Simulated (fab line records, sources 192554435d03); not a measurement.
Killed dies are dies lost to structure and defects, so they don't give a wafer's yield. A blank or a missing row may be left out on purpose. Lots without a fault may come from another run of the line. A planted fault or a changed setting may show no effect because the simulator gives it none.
fab line records | flow n5_finfet
record lots=10 wafers=27 last_day=18
route steps=1938 shown FIN_CUT@169 BEOL_M4@1111 TV_LITHO@1884 TV_OPEN@1889 PASSIVATION@1936
lots that met no fault: from a run of the same line without faults
start_h: hours from the record's first day to the start of the lot's first wafer shown | wait_h: hours since the lot's step before | " the same as in the row above | L1.1+2: a row that stands for several wafers | - no value, or no start given | * or withheld: withheld | < > ~ a bound
route shown NAME@n: a module of which the file shows steps, and the number in the route of the first | usual: mean/standard deviation of fault-free wafers | same: alike in all rows | chamber/n: place in a boat | sites: the reading at each site | _std_site: their standard deviation | _edge_site: outer sites' mean less inner sites' | radius_mm: how far each site lies from the wafer's centre | mask NAME#n: copy n | behind: the tool/chamber that last shaped the wafer | hold: why the lot was held/for how many hours/how that ended | device: the transistor (n, p or np) that didn't switch | end of line: the same wafers' tests at the end of the route | a step without rows: its recipe alone | killed: dies lost to structure and defects at the first sort, not the wafer's yield | map: a wafer's dies, x killed, . not, _ none there
set.NAME: the setting as run; set.NAME@STEP: as run at that earlier step | model.NAME: the simulator's own value behind a step, which no gauge read
steps of the route over a sample of lots; a table a step, a row a wafer
services: from which hour (start_h, from the record's first day; less than 0 if before it) a tool's chamber was out of use, for how many hours, and why
## steps
# step N5_FIN_CUT_ETCH_21
# recipe chemistry=N2/H2 target=SOC target_depth_a=2190 overetch_a=438 mask_material=SiARC temp_c=40 ion_energy_ev=100 bias_w=61 time_s=523.5 pressure_mtorr=30 source_w=850 n2_flow_sccm=200 h2_flow_sccm=200
# usual drypump_motor_current_A=5.6/0.43 oes_product_au=0.71/0.065 rf_vpp_V=240.9/1.2 showerhead_plenum_p_Torr=2.56/0.068 throttle_valve_pct=17.82/0.25
# columns lot.wafer tool chamber start_h wait_h drypump_motor_current_A oes_product_au rf_hours_counter_h rf_vpp_V showerhead_plenum_p_Torr throttle_valve_pct
L503.2 rie_diel-05 1 27.26 0.0 5.6 0.69 165 241.8 2.65 17.69
L503.3 " 0 " " 5.2 0.81 48 240.0 2.46 17.18
L503.5 " 1 " " 5.6 0.70 - 243.1 2.65 17.68
L506.1 rie_diel-05 2 46.58 0.0 6.2 0.84 20 241.3 2.62 17.49
L506.5 " 1 " " 5.6 0.69 - 241.1 2.64 17.69
L507.3 rie_diel-02 0 51.43 0.0 5.1 0.67 158 243.5 2.63 18.05
L507.5 " 2 " " 6.1 0.73 - 241.9 2.56 17.69
L508.1 rie_diel-02 0 58.52 0.0 5.1 0.68 160 240.6 2.63 18.06
L508.4 " 1 " " 5.7 0.85 9 239.9 2.51 17.77
L508.6 " 2 " " 6.0 0.73 - 240.9 2.56 17.69
L509.2 rie_diel-05 0 63.55 0.0 5.3 0.81 49 239.3 2.46 17.18
L509.5 " 3 " " 5.1 0.66 - 241.0 2.50 18.03
L509.6 " 2 " " 6.2 0.82 - 241.8 2.62 17.50
L510.1 rie_diel-06 3 70.12 0.0 5.7 0.69 151 241.5 2.64 17.86
L510.3 " 1 " " 6.5 0.65 197 240.4 2.54 17.99
L510.6 " 2 " " 5.6 0.71 - 241.7 2.65 17.86
L511.2 rie_diel-02 2 75.81 0.0 6.0 0.73 124 240.4 2.56 17.69
L511.4 " 1 " " 5.6 0.85 13 239.6 2.51 17.80
L511.5 " 3 " " 5.6 0.63 - 239.5 2.52 18.11
L514.1 rie_diel-05 0 94.41 0.0 5.2 0.79 59 238.1 2.46 17.20
L514.4 " 1 " " 5.6 0.68 189 242.0 2.64 17.72
L514.5 " 1 " " 5.6 0.68 - 241.4 2.64 17.70
L520.2 rie_diel-06 3 128.90 0.0 5.6 0.69 168 240.7 2.64 17.89
L520.4 " 0 " " 5.2 0.75 96 240.7 2.47 18.03
L524.1 rie_diel-06 2 153.97 0.0 5.6 0.69 169 240.5 2.64 17.92
L524.3 " 1 " " 6.5 0.63 219 241.3 2.53 18.04
L524.5 " 0 " " 5.2 0.74 - 238.3 2.46 18.05
# step N5_BEOL_M4_RC_MEAS_101
# usual DIBL_N=36.5/1.9 DIBL_P=36.4/2.2 IOFF_N=0.17/0.034 IOFF_P=0.21/0.036 ION_N=678/12 ION_P=462/7.1 SS_N=71.7/0.61 SS_P=73.4/0.71 VT_N=249/3.5 VT_P=-251/3
# columns lot.wafer tool chamber start_h wait_h DIBL_N[mV/V] DIBL_P[mV/V] IOFF_N[nA/um] IOFF_P[nA/um] ION_N[uA/um] ION_P[uA/um] SS_N[mV/dec] SS_P[mV/dec] VT_N[mV] VT_P[mV]
L503.2 prober-01 0 185.84 0.2 37.7 37.9 0.21 0.25 689 467 72.5 74.7 244 -249
L503.3 " 0 " " 36.6 37.3 0.18 0.23 679 465 71.9 74.8 248 -250
L503.5 " 0 " " 37.5 37.5 0.19 0.23 683 461 72.7 73.5 246 -251
L507.3 prober-01 0 193.03 0.3 34.2 34.7 0.15 0.20 675 464 70.5 72.9 249 -249
L507.5 " 0 " " 34.4 34.6 0.15 0.20 676 471 70.9 73.6 250 -248
L506.1 prober-01 0 208.65 0.0 32.0 31.3 0.11 0.16 660 462 70.6 72.4 256 -253
L506.5 " 0 " " 36.2 37.0 0.19 0.25 694 475 71.7 73.5 246 -248
L508.1 prober-02 0 209.41 0.0 38.1 38.5 0.20 0.25 687 464 71.9 73.6 246 -249
L508.4 " 0 " " 35.4 33.8 0.14 0.18 670 456 71.4 72.7 251 -252
L508.6 " 0 " " 39.0 39.9 0.22 0.28 688 473 72.3 74.6 245 -248
L509.2 prober-01 0 213.71 0.2 38.0 36.3 0.18 0.21 679 458 71.9 73.6 250 -251
L509.5 " 0 " " 38.1 36.2 0.17 0.19 669 453 72.0 73.5 252 -255
L509.6 " 0 " " 36.9 36.1 0.16 0.21 676 461 71.0 73.4 248 -249
L511.2 prober-01 0 237.59 0.2 36.3 34.0 0.13 0.17 664 456 70.8 72.6 253 -258
L511.4 " 0 " " 36.0 33.9 0.13 0.16 671 453 70.9 73.0 252 -255
L511.5 " 0 " " 35.0 32.9 0.12 0.16 658 458 71.3 72.2 256 -256
L510.1 prober-02 0 238.07 0.0 34.9 34.9 0.15 0.20 681 470 71.3 73.2 247 -250
L510.3 " 0 " " 35.3 33.9 0.15 0.19 666 458 71.8 72.7 249 -248
L510.6 " 0 " " 34.3 33.7 0.14 0.19 667 469 71.0 72.7 250 -253
L514.1 prober-02 0 274.55 0.0 35.0 34.6 0.12 0.17 667 456 71.5 72.6 256 -254
L514.4 " 0 " " 35.8 35.2 0.13 0.18 664 452 71.1 72.2 254 -252
L514.5 " 0 " " 34.6 34.4 0.12 0.16 657 454 71.2 71.9 252 -254
L520.2 prober-01 0 299.99 0.2 36.4 37.1 0.16 0.21 674 459 71.1 73.2 250 -251
L520.4 " 0 " " 36.3 36.7 0.17 0.21 700 474 71.9 73.1 247 -251
L524.1 prober-01 0 308.03 0.2 37.5 38.5 0.20 0.21 690 465 73.0 74.2 247 -251
L524.3 " 0 " " 36.0 37.6 0.16 0.18 665 449 71.5 73.1 250 -254
L524.5 " 0 " " 35.6 37.0 0.16 0.19 686 466 71.1 73.4 248 -256
# step N5_PASSIVATION_OVL_MEAS_60
# recipe points_per_wafer=44
# usual TV_OVL=3/5.3
# columns lot.wafer tool chamber start_h wait_h TV_OVL[nm]
L503.2 overlay-02 0 297.58 0.0 8
L503.3 " 0 " " 2
L503.5 " 0 " " 4
L509.2 overlay-01 0 313.36 0.0 7
L509.5 " 0 " " 8
L509.6 " 0 " " 1
L507.3 overlay-01 0 313.53 0.0 4
L507.5 " 0 " " 6
L506.1 overlay-01 0 317.14 0.0 1
L506.5 " 0 " " 4
L508.1 overlay-02 0 332.57 0.0 1
L508.4 " 0 " " -1
L508.6 " 0 " " -7
L510.1 overlay-02 0 335.93 0.0 -6
L510.3 " 0 " " 0
L510.6 " 0 " " 7
L511.2 overlay-02 0 346.38 0.0 1
L511.4 " 0 " " -4
L511.5 " 0 " " 6
L514.1 overlay-01 0 383.12 0.0 14
L514.4 " 0 " " 13
L514.5 " 0 " " 14
L520.2 overlay-02 0 406.13 0.0 -8
L520.4 " 0 " " -8
L524.1 overlay-02 0 427.20 0.0 0
L524.3 " 0 " " -1
L524.5 " 0 " " -2
# step N5_PASSIVATION_DESCUM_12
# recipe chemistry=O2 time_s=7.9 source_power_w=50 bias_power_w=20 pressure_mtorr=20 rf_frequency_hz=2.712e+07 temp_c=40 o2_flow_sccm=225
# usual drypump_motor_current_A=5.6/0.42 oes_product_au=0.77/0.083 rf_vpp_V=242.9/1.3 showerhead_plenum_p_Torr=2.08/0.061 throttle_valve_pct=20.45/0.22
# columns lot.wafer tool chamber start_h wait_h drypump_motor_current_A oes_product_au rf_hours_counter_h rf_vpp_V showerhead_plenum_p_Torr throttle_valve_pct
L503.2 rie_diel-06 3 297.69 0.1 5.6 0.69 216 244.6 2.17 20.69
L503.3 " 2 " " 5.6 0.72 210 244.7 2.15 20.46
L503.5 " 3 " " 5.6 0.68 - 242.9 2.17 20.69
L509.2 rie_diel-06 3 313.42 0.0 5.6 0.69 221 244.3 2.16 20.69
L509.5 " 0 " " 5.2 0.77 - 241.8 2.01 20.67
L509.6 " 1 " " 6.5 0.96 - 243.3 2.06 20.20
L507.3 rie_diel-05 0 313.59 0.0 5.3 0.81 115 241.4 2.02 20.12
L507.5 " 2 " " 6.2 0.80 - 244.1 2.12 20.21
L506.1 rie_diel-05 3 317.46 0.3 5.1 0.90 21 242.0 2.05 20.42
L506.5 " 2 " " 6.2 0.80 - 242.8 2.12 20.20
L508.1 rie_diel-06 0 332.73 0.1 5.2 0.76 155 242.0 2.00 20.68
L508.4 " 3 " " 5.6 0.69 228 244.1 2.16 20.71
L508.6 " 2 " " 5.6 0.70 - 243.8 2.15 20.47
L510.1 rie_diel-02 2 335.99 0.0 6.0 0.72 205 242.8 2.08 20.51
L510.3 " 1 " " 5.7 0.79 92 241.7 2.01 20.44
L510.6 " 3 " " 5.6 0.84 - 241.8 2.02 20.16
L511.2 rie_diel-02 0 346.69 0.3 5.1 0.67 232 244.3 2.15 20.81
L511.4 " 1 " " 5.7 0.79 95 242.6 2.01 20.44
L511.5 " 3 " " 5.6 0.84 - 240.6 2.02 20.18
L514.1 rie_diel-06 2 383.26 0.1 5.6 0.71 236 244.2 2.14 20.50
L514.4 " 1 " " 6.5 0.90 19 242.7 2.05 20.23
L514.5 " 0 " " 5.2 0.75 - 243.0 2.00 20.71
L520.2 rie_diel-05 1 406.53 0.4 5.6 0.91 18 245.1 2.13 20.16
L520.4 " 3 " " 5.1 0.86 48 243.1 2.04 20.46
L524.1 rie_diel-06 2 428.14 0.9 5.6 0.68 253 245.0 2.14 20.56
L524.3 " 1 " " 6.5 0.87 31 242.5 2.05 20.24
L524.5 " 2 " " 5.6 0.68 - 244.6 2.14 20.52
# step N5_PASSIVATION_STRIP_14
# recipe chemistry=O2 power_w=600 temp_c=60 pressure_mtorr=30 rf_frequency_hz=6e+07 bias_power_w=0 overash_fraction=0.5 o2_flow_sccm=225
# usual drypump_motor_current_A=5.6/0.42 oes_product_au=0.77/0.082 rf_vpp_V=3.6/0.91 showerhead_plenum_p_Torr=2.08/0.061 throttle_valve_pct=16.70/0.23
# columns lot.wafer tool chamber start_h wait_h drypump_motor_current_A oes_product_au rf_hours_counter_h rf_vpp_V showerhead_plenum_p_Torr throttle_valve_pct
L503.2 rie_diel-06 3 298.04 0.1 5.6 0.68 216 3.4 2.17 16.92
L503.3 " 2 " " 5.6 0.72 210 4.0 2.16 16.71
L503.5 " 3 " " 5.7 0.70 - 3.6 2.17 16.91
L509.2 rie_diel-06 3 313.77 0.1 5.6 0.69 221 3.2 2.17 16.96
L509.5 " 0 " " 5.1 0.75 - 2.1 2.01 16.92
L509.6 " 1 " " 6.5 0.96 - 3.2 2.06 16.41
L507.3 rie_diel-05 0 313.94 0.1 5.2 0.80 116 1.7 2.02 16.43
L507.5 " 2 " " 6.2 0.80 - 3.8 2.13 16.41
L506.1 rie_diel-05 3 317.81 0.1 5.1 0.91 21 1.7 2.06 16.60
L506.5 " 2 " " 6.2 0.80 - 4.3 2.12 16.45
L508.1 rie_diel-06 0 333.08 0.1 5.2 0.77 155 4.1 2.01 16.93
L508.4 " 3 " " 5.6 0.70 228 3.0 2.17 16.96
L508.6 " 2 " " 5.6 0.71 - 3.3 2.15 16.75
L510.1 rie_diel-02 2 336.34 0.1 6.1 0.71 205 4.7 2.09 16.84
L510.3 " 1 " " 5.6 0.78 93 4.3 2.02 16.73
L510.6 " 3 " " 5.6 0.85 - 5.2 2.03 16.41
L511.2 rie_diel-02 0 347.04 0.1 5.1 0.67 232 3.2 2.15 17.09
L511.4 " 1 " " 5.6 0.79 96 4.6 2.02 16.73
L511.5 " 3 " " 5.6 0.84 - 4.7 2.03 16.38
L514.1 rie_diel-06 2 383.61 0.1 5.7 0.70 236 2.7 2.15 16.76
L514.4 " 1 " " 6.5 0.90 19 2.8 2.06 16.41
L514.5 " 0 " " 5.2 0.75 - 3.1 2.00 16.94
L520.2 rie_diel-05 1 406.89 0.1 5.6 0.91 19 4.8 2.13 16.31
L520.4 " 3 " " 5.1 0.87 48 3.1 2.05 16.69
L524.1 rie_diel-06 2 428.49 0.1 5.7 0.69 254 3.7 2.14 16.82
L524.3 " 1 " " 6.5 0.87 31 2.7 2.05 16.44
L524.5 " 2 " " 5.6 0.68 - 2.3 2.14 16.80
# step N5_PASSIVATION_PROBE_49
# usual defect_limited_yield=91.0/1.5 killed_at_M0_to_M3=35/11 killed_at_M4_up=13/5 killed_at_contacts=12/5.9 killed_at_front_end=42/13 killed_at_other=3/3.2 killed_dies=106/18 killed_open=69/13 killed_short=35/8.9 sort_bin_5_function=5.2/0.95 sort_bin_6_memory=3.3/0.71 sort_n_pass=1074/18 sort_yield_pct=91.0/1.5
# same gross_dies=1180 killed_at_back_side=0 sort_bin_4_leakage[%]=0 sort_bin_8_speed[%]=0
# columns lot.wafer tool chamber start_h wait_h defect_limited_yield[%] killed_at_M0_to_M3 killed_at_M4_up killed_at_contacts killed_at_front_end killed_at_other killed_dies killed_open killed_short sort_bin_5_function[%] sort_bin_6_memory[%] sort_n_pass sort_yield_pct[%]
L514.1 prober-02 - 390.60 0.0 86.4 28 13 15 104 0 160 84 27 5.2 4.2 1020 86.4
L514.4 prober-02 - 390.75 0.2 87.1 38 12 16 84 2 152 105 47 8.1 4.4 1028 87.1
L514.5 prober-02 - 390.80 0.2 89.7 43 10 4 63 1 121 77 33 5.2 4.0 1059 89.7
# killed by level:class
L514.1 FIN_CUT:area_etch=47 STI_FIN_REVEAL:geometric_particle:open=23 MOL_CONTACT_COAG:geometric_particle:open=15 BEOL_M2:geometric_particle:open=8 BEOL_M1:geometric_particle:open=7 GATE_CUT:geometric_particle:open=5 BEOL_M3:geometric_particle:open=5 FIN_SAQP:geometric_particle:open=4
L514.4 STI_FIN_REVEAL:geometric_particle:open=29 FIN_SAQP:geometric_particle:short=18 BEOL_M3:geometric_particle:open=15 MOL_CONTACT_COAG:geometric_particle:open=12 FIN_SAQP:geometric_particle:open=8 BEOL_M1:geometric_particle:open=7 GATE_CUT:geometric_particle:short=7 BEOL_M2:geometric_particle:open=7
L514.5 STI_FIN_REVEAL:geometric_particle:open=17 BEOL_M2:geometric_particle:open=16 FIN_SAQP:geometric_particle:short=14 HKMG_FIN:area_etch=10 BEOL_M0_SAQP:geometric_particle:short=8 BEOL_M1:geometric_particle:open=6 BEOL_M0_SAQP:geometric_particle:open=5 BEOL_M3:geometric_particle:open=5
## services
# columns tool chamber start_h hours kind
rie_diel-05 0 32.32 29.0 repair
rie_diel-06 1 36.08 7.9 repair
rie_diel-05 3 51.80 1.8 repair
rie_diel-06 - 95.50 1.1 repair
rie_diel-02 0 110.40 10.7 repair
rie_diel-02 - 134.86 0.7 repair
rie_diel-02 3 205.74 6.4 repair
rie_diel-02 0 207.35 34.2 repair
rie_diel-02 - 257.56 0.3 repair
rie_diel-05 2 260.27 5.0 repair
rie_diel-02 0 271.01 5.8 repair
rie_diel-06 1 271.31 - clean
rie_diel-06 1 271.31 - consumable_replace:focus_ring
rie_diel-06 1 271.31 32.9 scheduled_down
rie_diel-06 1 271.31 32.9 vent_cycle
rie_diel-06 - 295.07 0.1 repair
rie_diel-05 3 319.91 10.7 repair
rie_diel-02 1 328.63 4.6 repair
rie_diel-02 0 358.37 6.8 repair
rie_diel-05 - 361.43 1.6 repair
rie_diel-02 - 370.37 2.8 pm
rie_diel-06 3 406.45 - clean
rie_diel-06 3 406.45 - consumable_replace:focus_ring
rie_diel-06 1 410.30 9.1 repair
## key
first_sign step=N5_PASSIVATION_PROBE_49 reading=killed_at_front_end direction=up sigmas=4.9 usual=42 struck=104
effect step=N5_PASSIVATION_PROBE_49 reading=killed_dies direction=up sigmas=3 usual=106 struck=160
more_kills_born_at N5_FIN_CUT_ETCH_21@rie_diel-05=47
met_at N5_FIN_CUT_ETCH_21
struck_lots L514
struck_wafers L514.1
baseline_loss step=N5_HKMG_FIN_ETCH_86 wafers=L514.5
not_acting_at N5_PASSIVATION_OVL_MEAS_60,N5_PASSIVATION_DESCUM_12,N5_PASSIVATION_STRIP_14
onset_between 63.55 94.41
fault kind=process_parameter_drift tool=rie_diel-05 chamber=- onset_h=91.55 steps=N5_FIN_CUT_ETCH_21 channel=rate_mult offset=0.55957 shape=step end_h=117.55 scope=struck_wafers_only
# baseline_loss: these wafers lose ten dies or more at that step, a loss of the line's own and not of a fault; the sort's usual values leave them out
